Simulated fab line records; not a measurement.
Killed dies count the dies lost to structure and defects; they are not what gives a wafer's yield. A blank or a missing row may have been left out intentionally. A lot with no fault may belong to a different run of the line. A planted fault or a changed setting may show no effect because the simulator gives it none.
fab line records	flow n5-finfet	part 1 of 2: steps 1 to 19 of 30
record: lots: 5	wafers: 15	last-day: 16
route steps=1938 shown BEOL_M7@1266
lots with no fault: from the same line, run without faults
start-h: hours from the record's first day to the start of the lot's first wafer shown	wait-h: hours since the lot's step before	" repeats the value in the row above	L1.1+2: one row covering several wafers at once	- either no value or no given start	* or withheld: withheld	< > ~ a bound
route shown NAME@n: names a module that has steps shown in the file, with the first one's number in the route	usual: the fault-free wafers' mean and standard deviation	same: alike in all rows	chamber/n: place in a boat	sites: readings site by site	_std_site: the values' standard deviation	_edge_site: the outer-site mean with the inner-site mean subtracted	radius-mm: for every site, how far away it sits from the centre of the wafer	mask NAME#n: copy n	behind: the tool/chamber that last shaped the wafer	hold: why the lot was held/for how many hours/how that ended	device: transistor that didn't switch, given as n, p or np	end of line: at the end of the route, the tests of the same wafers	where a step has no rows: the recipe by itself	killed: not the wafer's yield, but the dies lost to structure and defects at the first sort	map: dies across one wafer; x = killed, . = not, _ = none there
set.NAME: the run value of the setting; set.NAME@STEP: its run value at that earlier step	model.NAME: the simulator's own value behind a step, which no gauge read
a table for each step, a row for each wafer; lots at some steps of the route
services: a tool's chamber out of use, with start hour (start-h, from the record's first day; less than 0 if before it), hours out, and reason
== steps ==
step: N5_BEOL_M7_PECVD_70
recipe: material: SiO2	target-thk-a: 200	temp-c: 400	precursor: TEOS/O2	pressure-torr: 5.5	rf-w: 450	teos-flow-sccm: 53.8	gas: O2	flow-sccm: 3000	time-s: 22.7
usual: heater-power-w: 759/150	showerhead-plenum-p-Torr: 8.81/0.066	throttle-valve-pct: 22.6/0.76
lot.wafer	tool	chamber	start-h	wait-h	heater-power-w	showerhead-plenum-p-Torr	throttle-valve-pct
L082.1	pecvd-03	1	234.61	0.0	755	8.82	22.6
L082.2	"	0	"	"	761	8.92	22.6
L082.3	"	1	"	"	752	8.79	22.7
L086.4	pecvd-02	1	273.22	0.1	999	8.77	21.2
L086.5	"	0	"	"	812	8.75	23.0
L086.6	"	2	"	"	765	8.89	23.3
L088.2	pecvd-02	1	280.80	0.0	987	8.79	21.5
L088.3	"	2	"	"	759	8.85	23.3
L088.6	"	1	"	"	981	8.76	21.2
L091.1	pecvd-01	1	292.52	0.0	725	8.74	23.7
L091.4	"	0	"	"	603	8.88	22.2
L091.5	"	2	"	"	613	8.78	21.6
L092.1	pecvd-02	0	306.26	0.0	886	8.76	23.2
L092.5	"	1	"	"	1081	8.77	21.6
L092.6	"	2	"	"	620	8.87	23.0
step: N5_BEOL_M7_HM_DEP_02
recipe: material: TiN	target-thk-a: 200	temp-c: 25	chamber-pressure-pa: 0.49996
usual: throttle-valve-pct: 29.3/1.2
lot.wafer	tool	chamber	start-h	wait-h	throttle-valve-pct
L082.1	pvd-sputter-01	-	235.70	1.1	27.5
L082.2	"	-	"	"	29.1
L082.3	"	-	"	"	30.4
L086.4	pvd-sputter-01	-	275.13	1.9	29.1
L086.5	"	-	"	"	27.9
L086.6	"	-	"	"	27.7
L088.2	pvd-sputter-03	-	282.41	1.6	28.8
L088.3	"	-	"	"	30.8
L088.6	"	-	"	"	29.0
L091.1	pvd-sputter-02	-	292.70	0.2	29.3
L091.4	"	-	"	"	31.1
L091.5	"	-	"	"	31.1
L092.1	pvd-sputter-01	-	307.17	0.9	30.8
L092.5	"	-	"	"	27.6
L092.6	"	-	"	"	30.6
step: N5_BEOL_M7_COAT_59
recipe: resist: SOC	temp-c: 250	time-s: 60	spin-rpm: 1500	resist-thk-nm: 100
usual: resist-line-temp-C: 23.00/0.12
lot.wafer	tool	chamber	start-h	wait-h	resist-line-temp-C
L082.1	litho-track-05	0	235.82	0.1	22.82
L082.2	"	0	"	"	22.97
L082.3	"	0	"	"	23.00
L086.4	litho-track-01	0	275.26	0.1	23.07
L086.5	"	0	"	"	23.09
L086.6	"	0	"	"	22.93
L088.2	litho-track-05	0	282.54	0.1	23.03
L088.3	"	0	"	"	23.12
L088.6	"	0	"	"	22.92
L091.1	litho-track-01	0	292.83	0.1	22.70
L091.4	"	0	"	"	22.83
L091.5	"	0	"	"	22.65
L092.1	litho-track-04	0	307.30	0.1	23.18
L092.5	"	0	"	"	23.08
L092.6	"	0	"	"	23.17
step: N5_BEOL_M7_COAT_60
recipe: resist: SiARC	temp-c: 220	time-s: 60	spin-rpm: 1500	resist-thk-nm: 35
usual: resist-line-temp-C: 22.99/0.11
lot.wafer	tool	chamber	start-h	wait-h	resist-line-temp-C
L082.1	litho-track-05	0	-	-	23.09
L082.2	"	0	"	"	23.01
L082.3	"	0	"	"	22.97
L086.4	litho-track-01	0	-	-	23.07
L086.5	"	0	"	"	22.90
L086.6	"	0	"	"	22.94
L088.2	litho-track-05	0	-	-	22.79
L088.3	"	0	"	"	22.81
L088.6	"	0	"	"	22.84
L091.1	litho-track-01	0	-	-	23.00
L091.4	"	0	"	"	23.07
L091.5	"	0	"	"	23.01
L092.1	litho-track-04	0	-	-	23.03
L092.5	"	0	"	"	22.98
L092.6	"	0	"	"	22.95
step: N5_BEOL_M7_COAT_05
recipe: resist: CAR-ArF	spin-rpm: 1500	resist-thk-nm: 90
usual: resist-line-temp-C: 23.00/0.097
lot.wafer	tool	chamber	start-h	wait-h	resist-line-temp-C
L082.1	litho-track-05	0	-	-	22.91
L082.2	"	0	"	"	22.84
L082.3	"	0	"	"	23.00
L086.4	litho-track-01	0	-	-	23.06
L086.5	"	0	"	"	22.98
L086.6	"	0	"	"	23.08
L088.2	litho-track-05	0	-	-	23.00
L088.3	"	0	"	"	22.85
L088.6	"	0	"	"	22.83
L091.1	litho-track-01	0	-	-	23.02
L091.4	"	0	"	"	23.02
L091.5	"	0	"	"	22.96
L092.1	litho-track-04	0	-	-	22.89
L092.5	"	0	"	"	23.02
L092.6	"	0	"	"	23.06
step: N5_BEOL_M7_EBR_07
recipe: solvent: PGMEA	ebr-width-mm: 1.5
usual: resist-line-temp-C: 23.02/0.11
lot.wafer	tool	chamber	start-h	wait-h	resist-line-temp-C
L082.1	litho-track-05	0	-	-	23.02
L082.2	"	0	"	"	23.10
L082.3	"	0	"	"	23.15
L086.4	litho-track-01	0	-	-	23.19
L086.5	"	0	"	"	23.21
L086.6	"	0	"	"	23.14
L088.2	litho-track-05	0	-	-	23.09
L088.3	"	0	"	"	23.04
L088.6	"	0	"	"	23.06
L091.1	litho-track-01	0	-	-	22.94
L091.4	"	0	"	"	23.00
L091.5	"	0	"	"	22.96
L092.1	litho-track-04	0	-	-	22.97
L092.5	"	0	"	"	23.01
L092.6	"	0	"	"	22.97
step: N5_BEOL_M7_SOFTBAKE_06
recipe: temp-c: 110	time-s: 60	resist: CAR-ArF
usual: resist-line-temp-C: 22.99/0.099
lot.wafer	tool	chamber	start-h	wait-h	resist-line-temp-C
L082.1	litho-track-05	0	-	-	23.09
L082.2	"	0	"	"	23.09
L082.3	"	0	"	"	23.05
L086.4	litho-track-01	0	-	-	22.94
L086.5	"	0	"	"	22.89
L086.6	"	0	"	"	23.00
L088.2	litho-track-05	0	-	-	22.95
L088.3	"	0	"	"	22.92
L088.6	"	0	"	"	23.02
L091.1	litho-track-01	0	-	-	22.85
L091.4	"	0	"	"	22.82
L091.5	"	0	"	"	22.84
L092.1	litho-track-04	0	-	-	23.01
L092.5	"	0	"	"	23.00
L092.6	"	0	"	"	23.17
step: N5_BEOL_M7_EXPOSE_08
recipe: mask-id: M7	na: 1.35	source-shape: dipole	sigma-inner: 0.817	sigma-outer: 0.97	polarization: te	dose-mj: 68.25
usual: reticle-temp-C: 23.01/0.1
same: na: 1.35
lot.wafer	tool	chamber	start-h	wait-h	mask	reticle-temp-C
L082.1	arfi-scanner-03	0	236.07	-	M7#0	22.90
L082.2	"	0	"	"	M7#0	22.97
L082.3	"	0	"	"	M7#0	23.00
L086.4	arfi-scanner-01	0	275.40	-	M7#0	22.97
L086.5	"	0	"	"	M7#0	22.78
L086.6	"	0	"	"	M7#0	23.01
L088.2	arfi-scanner-02	0	282.66	-	M7#0	22.94
L088.3	"	0	"	"	M7#0	23.05
L088.6	"	0	"	"	M7#0	23.02
L091.1	arfi-scanner-03	0	293.07	-	M7#0	23.00
L091.4	"	0	"	"	M7#0	22.93
L091.5	"	0	"	"	M7#0	22.98
L092.1	arfi-scanner-03	0	307.42	-	M7#0	23.01
L092.5	"	0	"	"	M7#0	23.08
L092.6	"	0	"	"	M7#0	23.20
step: N5_BEOL_M7_PEB_09
recipe: peb-temp-c: withheld	peb-time-s: 60	resist: CAR-ArF
usual: resist-line-temp-C: 23.02/0.094
lot.wafer	tool	chamber	start-h	wait-h	resist-line-temp-C
L082.1	litho-track-04	0	236.13	0.1	23.16
L082.2	"	0	"	"	23.11
L082.3	"	0	"	"	22.88
L086.4	litho-track-05	0	275.44	0.0	23.20
L086.5	"	0	"	"	22.99
L086.6	"	0	"	"	23.18
L088.2	litho-track-05	0	282.72	0.0	23.19
L088.3	"	0	"	"	23.05
L088.6	"	0	"	"	23.23
L091.1	litho-track-01	0	293.13	0.1	23.14
L091.4	"	0	"	"	22.87
L091.5	"	0	"	"	23.00
L092.1	litho-track-01	0	307.48	0.1	22.98
L092.5	"	0	"	"	23.02
L092.6	"	0	"	"	23.04
step: N5_BEOL_M7_DEVELOP_10
recipe: develop-time-s: 30	developer: TMAH	resist: CAR-ArF	rinse-liquid: diw	dry: air-spin	dev-temp-c: 23
usual: resist-line-temp-C: 22.99/0.12
same: develop-time-s: 30
lot.wafer	tool	chamber	start-h	wait-h	resist-line-temp-C
L082.1	litho-track-04	0	-	-	22.98
L082.2	"	0	"	"	23.12
L082.3	"	0	"	"	23.11
L086.4	litho-track-05	0	-	-	22.98
L086.5	"	0	"	"	23.01
L086.6	"	0	"	"	22.73
L088.2	litho-track-05	0	-	-	23.21
L088.3	"	0	"	"	23.18
L088.6	"	0	"	"	23.20
L091.1	litho-track-01	0	-	-	23.08
L091.4	"	0	"	"	23.01
L091.5	"	0	"	"	23.07
L092.1	litho-track-01	0	-	-	22.87
L092.5	"	0	"	"	22.85
L092.6	"	0	"	"	22.87
step: N5_BEOL_M7_CD_MEAS_11
recipe: target-cd-nm: 38.5	landing-energy-ev: 500	detector: se-inlens	polarity: opening
usual: cd-nm: 38.9/0.54
lot.wafer	tool	chamber	start-h	wait-h	cd-nm
L082.1	cd-sem-01	0	236.19	-	38.6
L082.2	"	0	"	"	38.3
L082.3	"	0	"	"	38.2
L086.4	cd-sem-02	0	275.51	-	38.7
L086.5	"	0	"	"	38.6
L086.6	"	0	"	"	38.2
L088.2	cd-sem-03	0	282.78	-	38.4
L088.3	"	0	"	"	38.3
L088.6	"	0	"	"	38.0
L091.1	cd-sem-03	0	293.20	-	39.2
L091.4	"	0	"	"	38.8
L091.5	"	0	"	"	38.9
L092.1	cd-sem-02	0	307.54	-	38.4
L092.5	"	0	"	"	38.5
L092.6	"	0	"	"	39.2
step: N5_BEOL_M7_OVL_MEAS_12
recipe: points-per-wafer: 44
usual: M7_OVL: 0.2/0.72
lot.wafer	tool	chamber	start-h	wait-h	M7_OVL[nm]
L082.1	overlay-02	0	236.23	0.0	0.2
L082.2	"	0	"	"	0.1
L082.3	"	0	"	"	-0.2
L086.4	overlay-02	0	275.54	0.0	0.7
L086.5	"	0	"	"	0.2
L086.6	"	0	"	"	0.0
L088.2	overlay-01	0	282.81	0.0	0.0
L088.3	"	0	"	"	0.2
L088.6	"	0	"	"	0.4
L091.1	overlay-02	0	293.23	0.0	0.0
L091.4	"	0	"	"	-0.1
L091.5	"	0	"	"	0.4
L092.1	overlay-02	0	307.58	0.0	1.1
L092.5	"	0	"	"	0.7
L092.6	"	0	"	"	1.1
step: N5_BEOL_M7_INSPECT_13
recipe: mode: adi	inspect-instrument: brightfield
usual: raw-defect-count: 419/93
lot.wafer	tool	chamber	start-h	wait-h	raw-defect-count
L082.1	defect-inspect-02	-	236.25	0.0	448
L082.2	"	-	"	"	481
L082.3	"	-	"	"	512
L086.4	defect-inspect-01	-	275.56	0.0	449
L086.5	"	-	"	"	532
L086.6	"	-	"	"	518
L088.2	defect-inspect-02	-	282.84	0.0	510
L088.3	"	-	"	"	422
L088.6	"	-	"	"	417
L091.1	defect-inspect-02	-	293.25	0.0	381
L091.4	"	-	"	"	367
L091.5	"	-	"	"	413
L092.1	defect-inspect-02	-	307.60	0.0	489
L092.5	"	-	"	"	652
L092.6	"	-	"	"	437
step: N5_BEOL_M7_DESCUM_16
recipe: chemistry: O2	time-s: 7.9	source-power-w: 50	bias-power-w: 20	pressure-mtorr: 20	rf-frequency-hz: 2.712e+07	temp-c: 40	resist: CAR-ArF	o2-flow-sccm: 225
usual: drypump-motor-current-A: 5.8/0.49	oes-product-au: 0.78/0.077	rf-vpp-V: 242.3/1.1	showerhead-plenum-p-Torr: 2.04/0.055	throttle-valve-pct: 20.47/0.25
lot.wafer	tool	chamber	start-h	wait-h	drypump-motor-current-A	oes-product-au	rf-hours-counter-h	rf-vpp-V	showerhead-plenum-p-Torr	throttle-valve-pct
L082.1	rie-diel-03	0	236.58	0.3	6.0	0.89	45	244.4	2.15	20.67
L082.2	"	3	"	"	5.0	0.70	222	240.7	1.97	20.45
L082.3	"	2	"	"	5.6	0.71	208	243.5	2.08	20.88
L086.4	rie-diel-03	0	275.81	0.2	6.0	0.87	-	244.0	2.15	20.68
L086.5	"	3	"	"	5.0	0.71	-	240.9	1.97	20.46
L086.6	"	1	"	"	5.6	0.95	-	242.1	2.04	20.52
L088.2	rie-diel-01	3	285.98	3.1	6.6	0.71	192	243.4	2.09	20.54
L088.3	"	2	"	"	6.1	0.85	47	242.6	2.05	20.59
L088.6	"	1	"	"	5.9	0.82	-	242.0	2.00	20.12
L091.1	rie-diel-01	3	294.75	1.5	6.6	0.71	196	242.9	2.09	20.55
L091.4	"	1	"	"	5.8	0.83	105	241.5	2.00	20.14
L091.5	"	1	"	"	5.9	0.83	-	242.9	2.00	20.14
L092.1	rie-diel-06	1	307.79	0.2	5.3	0.70	241	242.7	1.96	20.18
L092.5	"	1	"	"	5.3	0.70	-	241.3	1.96	20.21
L092.6	"	0	"	"	6.2	0.83	-	243.7	2.02	20.15
step: N5_BEOL_M7_ETCH_61
recipe: chemistry: CF4	target: SiARC	target-depth-a: 455	mask-material: CAR-ArF	time-s: 75.8	ion-energy-ev: 80	pressure-mtorr: 40	source-w: 545	bias-w: 36	Ar_flow_sccm: 100	cf4-flow-sccm: 100	ends: cleared
usual: drypump-motor-current-A: 5.8/0.49	etch-rf-on-time-s: 75.5/1.6	oes-product-au: 0.67/0.066	rf-vpp-V: 183.3/0.97	showerhead-plenum-p-Torr: 2.09/0.035	throttle-valve-pct: 15.64/0.21
lot.wafer	tool	chamber	start-h	wait-h	drypump-motor-current-A	etch-rf-on-time-s	oes-product-au	rf-hours-counter-h	rf-vpp-V	showerhead-plenum-p-Torr	throttle-valve-pct
L082.1	rie-diel-03	0	236.61	0.0	6.0	76.5	0.74	45	184.3	2.15	15.50
L082.2	"	3	"	"	5.0	76.8	0.60	222	182.0	2.04	15.82
L082.3	"	2	"	"	5.6	78.0	0.60	208	184.5	2.13	16.10
L086.4	rie-diel-03	0	275.86	0.0	6.0	76.9	0.73	-	184.4	2.15	15.53
L086.5	"	3	"	"	5.0	76.4	0.59	-	181.6	2.04	15.87
L086.6	"	1	"	"	5.7	75.8	0.82	-	182.7	2.10	15.68
L088.2	rie-diel-01	3	286.01	0.0	6.7	73.4	0.62	192	184.0	2.12	15.64
L088.3	"	2	"	"	6.0	73.4	0.74	47	182.7	2.08	15.51
L088.6	"	1	"	"	5.9	74.6	0.71	-	182.2	2.07	15.43
L091.1	rie-diel-01	3	294.79	0.0	6.7	73.1	0.62	196	184.4	2.12	15.66
L091.4	"	1	"	"	5.8	74.9	0.71	105	182.4	2.07	15.41
L091.5	"	1	"	"	5.9	75.3	0.70	-	183.9	2.07	15.44
L092.1	rie-diel-06	1	307.82	0.0	5.3	77.6	0.59	241	181.2	2.05	15.66
L092.5	"	1	"	"	5.3	76.6	0.59	-	181.2	2.05	15.66
L092.6	"	0	"	"	6.2	76.5	0.69	-	183.2	2.08	15.38
step: N5_BEOL_M7_ETCH_62
recipe: chemistry: N2/H2	target: SOC	target-depth-a: 1100	overetch-a: 220	mask-material: SiARC	temp-c: 40	time-s: 165	ion-energy-ev: 200	pressure-mtorr: 30	source-w: 840	bias-w: 150	n2-flow-sccm: 200	h2-flow-sccm: 200
usual: drypump-motor-current-A: 5.8/0.49	oes-product-au: 0.67/0.063	rf-vpp-V: 522.1/1.6	showerhead-plenum-p-Torr: 2.47/0.051	throttle-valve-pct: 17.87/0.2
lot.wafer	tool	chamber	start-h	wait-h	drypump-motor-current-A	oes-product-au	rf-hours-counter-h	rf-vpp-V	showerhead-plenum-p-Torr	throttle-valve-pct
L082.1	rie-diel-03	0	236.67	0.0	6.0	0.75	45	525.2	2.59	17.92
L082.2	"	3	"	"	5.0	0.60	222	519.3	2.41	17.93
L082.3	"	2	"	"	5.6	0.61	208	522.2	2.52	18.22
L086.4	rie-diel-03	0	275.95	0.1	6.0	0.73	-	526.0	2.59	17.93
L086.5	"	3	"	"	5.0	0.59	-	521.9	2.40	17.98
L086.6	"	1	"	"	5.7	0.81	-	523.1	2.50	18.02
L088.2	rie-diel-01	3	286.07	0.0	6.7	0.61	192	523.1	2.53	17.92
L088.3	"	2	"	"	6.1	0.73	47	523.5	2.49	18.03
L088.6	"	1	"	"	5.9	0.70	-	522.0	2.44	17.53
L091.1	rie-diel-01	3	294.85	0.0	6.7	0.60	196	523.2	2.53	17.93
L091.4	"	1	"	"	5.8	0.69	105	522.2	2.44	17.55
L091.5	"	1	"	"	5.9	0.69	-	521.6	2.44	17.56
L092.1	rie-diel-06	1	307.88	0.0	5.3	0.59	241	520.9	2.41	17.95
L092.5	"	1	"	"	5.3	0.60	-	520.4	2.41	17.95
L092.6	"	0	"	"	6.2	0.70	-	521.4	2.46	17.62
step: N5_BEOL_M7_STRIP_68
recipe: chemistry: N2/H2	temp-c: 40	n2-flow-sccm: 200	h2-flow-sccm: 200	rf-frequency-hz: 6e+07
lot.wafer	tool	chamber	start-h	wait-h
L082.1+2+3	rie-diel-03	0,3,2	236.80	0.1
L086.4+5+6	rie-diel-03	0,3,1	276.03	0.0
L088.2+3+6	rie-diel-01	3,2,1	286.21	0.1
L091.1+4+5	rie-diel-01	3,1,1	294.98	0.1
L092.1+5+6	rie-diel-06	1,1,0	308.01	0.1
step: N5_BEOL_M7_STRIP_67
recipe: chemistry: CF4	resist: SiARC	power-w: 300	bias-power-w: 75	pressure-mtorr: 50	cf4-flow-sccm: 150	rf-frequency-hz: 6e+07
usual: drypump-motor-current-A: 5.8/0.49	oes-product-au: 0.78/0.075	rf-vpp-V: 270.3/1.3	showerhead-plenum-p-Torr: 1.75/0.03	throttle-valve-pct: 13.62/0.23
lot.wafer	tool	chamber	start-h	wait-h	drypump-motor-current-A	oes-product-au	rf-hours-counter-h	rf-vpp-V	showerhead-plenum-p-Torr	throttle-valve-pct
L082.1	rie-diel-03	0	236.81	0.0	6.0	0.87	45	271.7	1.81	13.45
L082.2	"	3	"	"	5.0	0.72	222	268.0	1.72	13.86
L082.3	"	2	"	"	5.6	0.72	208	268.2	1.78	14.05
L086.4	rie-diel-03	0	276.04	0.0	6.0	0.86	-	270.1	1.80	13.49
L086.5	"	3	"	"	5.0	0.71	-	269.5	1.71	13.87
L086.6	"	1	"	"	5.7	0.96	-	270.6	1.76	13.62
L088.2	rie-diel-01	3	286.22	0.0	6.7	0.72	192	270.6	1.78	13.64
L088.3	"	2	"	"	6.0	0.86	47	271.1	1.74	13.45
L088.6	"	1	"	"	5.9	0.82	-	270.3	1.73	13.37
L091.1	rie-diel-01	3	294.99	0.0	6.7	0.71	196	271.6	1.78	13.65
L091.4	"	1	"	"	5.9	0.82	105	269.6	1.72	13.38
L091.5	"	1	"	"	5.8	0.83	-	268.3	1.72	13.39
L092.1	rie-diel-06	1	308.02	0.0	5.3	0.70	241	271.0	1.72	13.67
L092.5	"	1	"	"	5.3	0.70	-	269.9	1.72	13.67
L092.6	"	0	"	"	6.2	0.83	-	271.7	1.73	13.33
step: N5_BEOL_M7_HM_OPEN_17
recipe: chemistry: Cl2/BCl3	target-depth-a: 200	overetch-a: 60	target: TiN	mask-material: SOC	ion-energy-ev: 150	pressure-mtorr: 10	icp-w: 1000	bias-w: 126	Cl2_flow_sccm: 53.25	bcl3-flow-sccm: 21.75	Ar_flow_sccm: 25
usual: drypump-motor-current-A: 5.6/0.57	he-backside-leak-sccm: 3.27/0.19	oes-product-au: 0.67/0.042	throttle-valve-pct: 22.05/0.23
lot.wafer	tool	chamber	start-h	wait-h	drypump-motor-current-A	he-backside-leak-sccm	oes-product-au	rf-hours-counter-h	throttle-valve-pct
L082.1	rie-metal-03	1	236.85	0.0	6.2	3.55	0.68	29	21.98
L082.2	"	0	"	"	4.7	2.92	0.75	17	21.85
L082.3	"	0	"	"	4.7	3.20	0.75	-	21.86
L086.4	rie-metal-01	1	276.11	0.1	5.0	3.35	0.62	-	22.38
L086.5	"	0	"	"	6.1	3.16	0.67	-	21.85
L086.6	"	1	"	"	5.0	3.21	0.61	-	22.36
L088.2	rie-metal-02	0	286.26	0.0	6.0	3.14	0.63	53	21.88
L088.3	"	0	"	"	6.0	3.03	0.63	-	21.86
L088.6	"	0	"	"	6.0	3.20	0.63	-	21.89
L091.1	rie-metal-02	1	295.03	0.0	5.3	3.38	0.73	17	22.13
L091.4	"	1	"	"	5.3	3.29	0.72	-	22.15
L091.5	"	1	"	"	5.3	3.23	0.73	-	22.13
L092.1	rie-metal-01	0	308.07	0.0	6.1	3.19	0.66	40	21.85
L092.5	"	1	"	"	5.0	3.53	0.61	-	22.38
L092.6	"	0	"	"	6.1	3.24	0.66	-	21.85
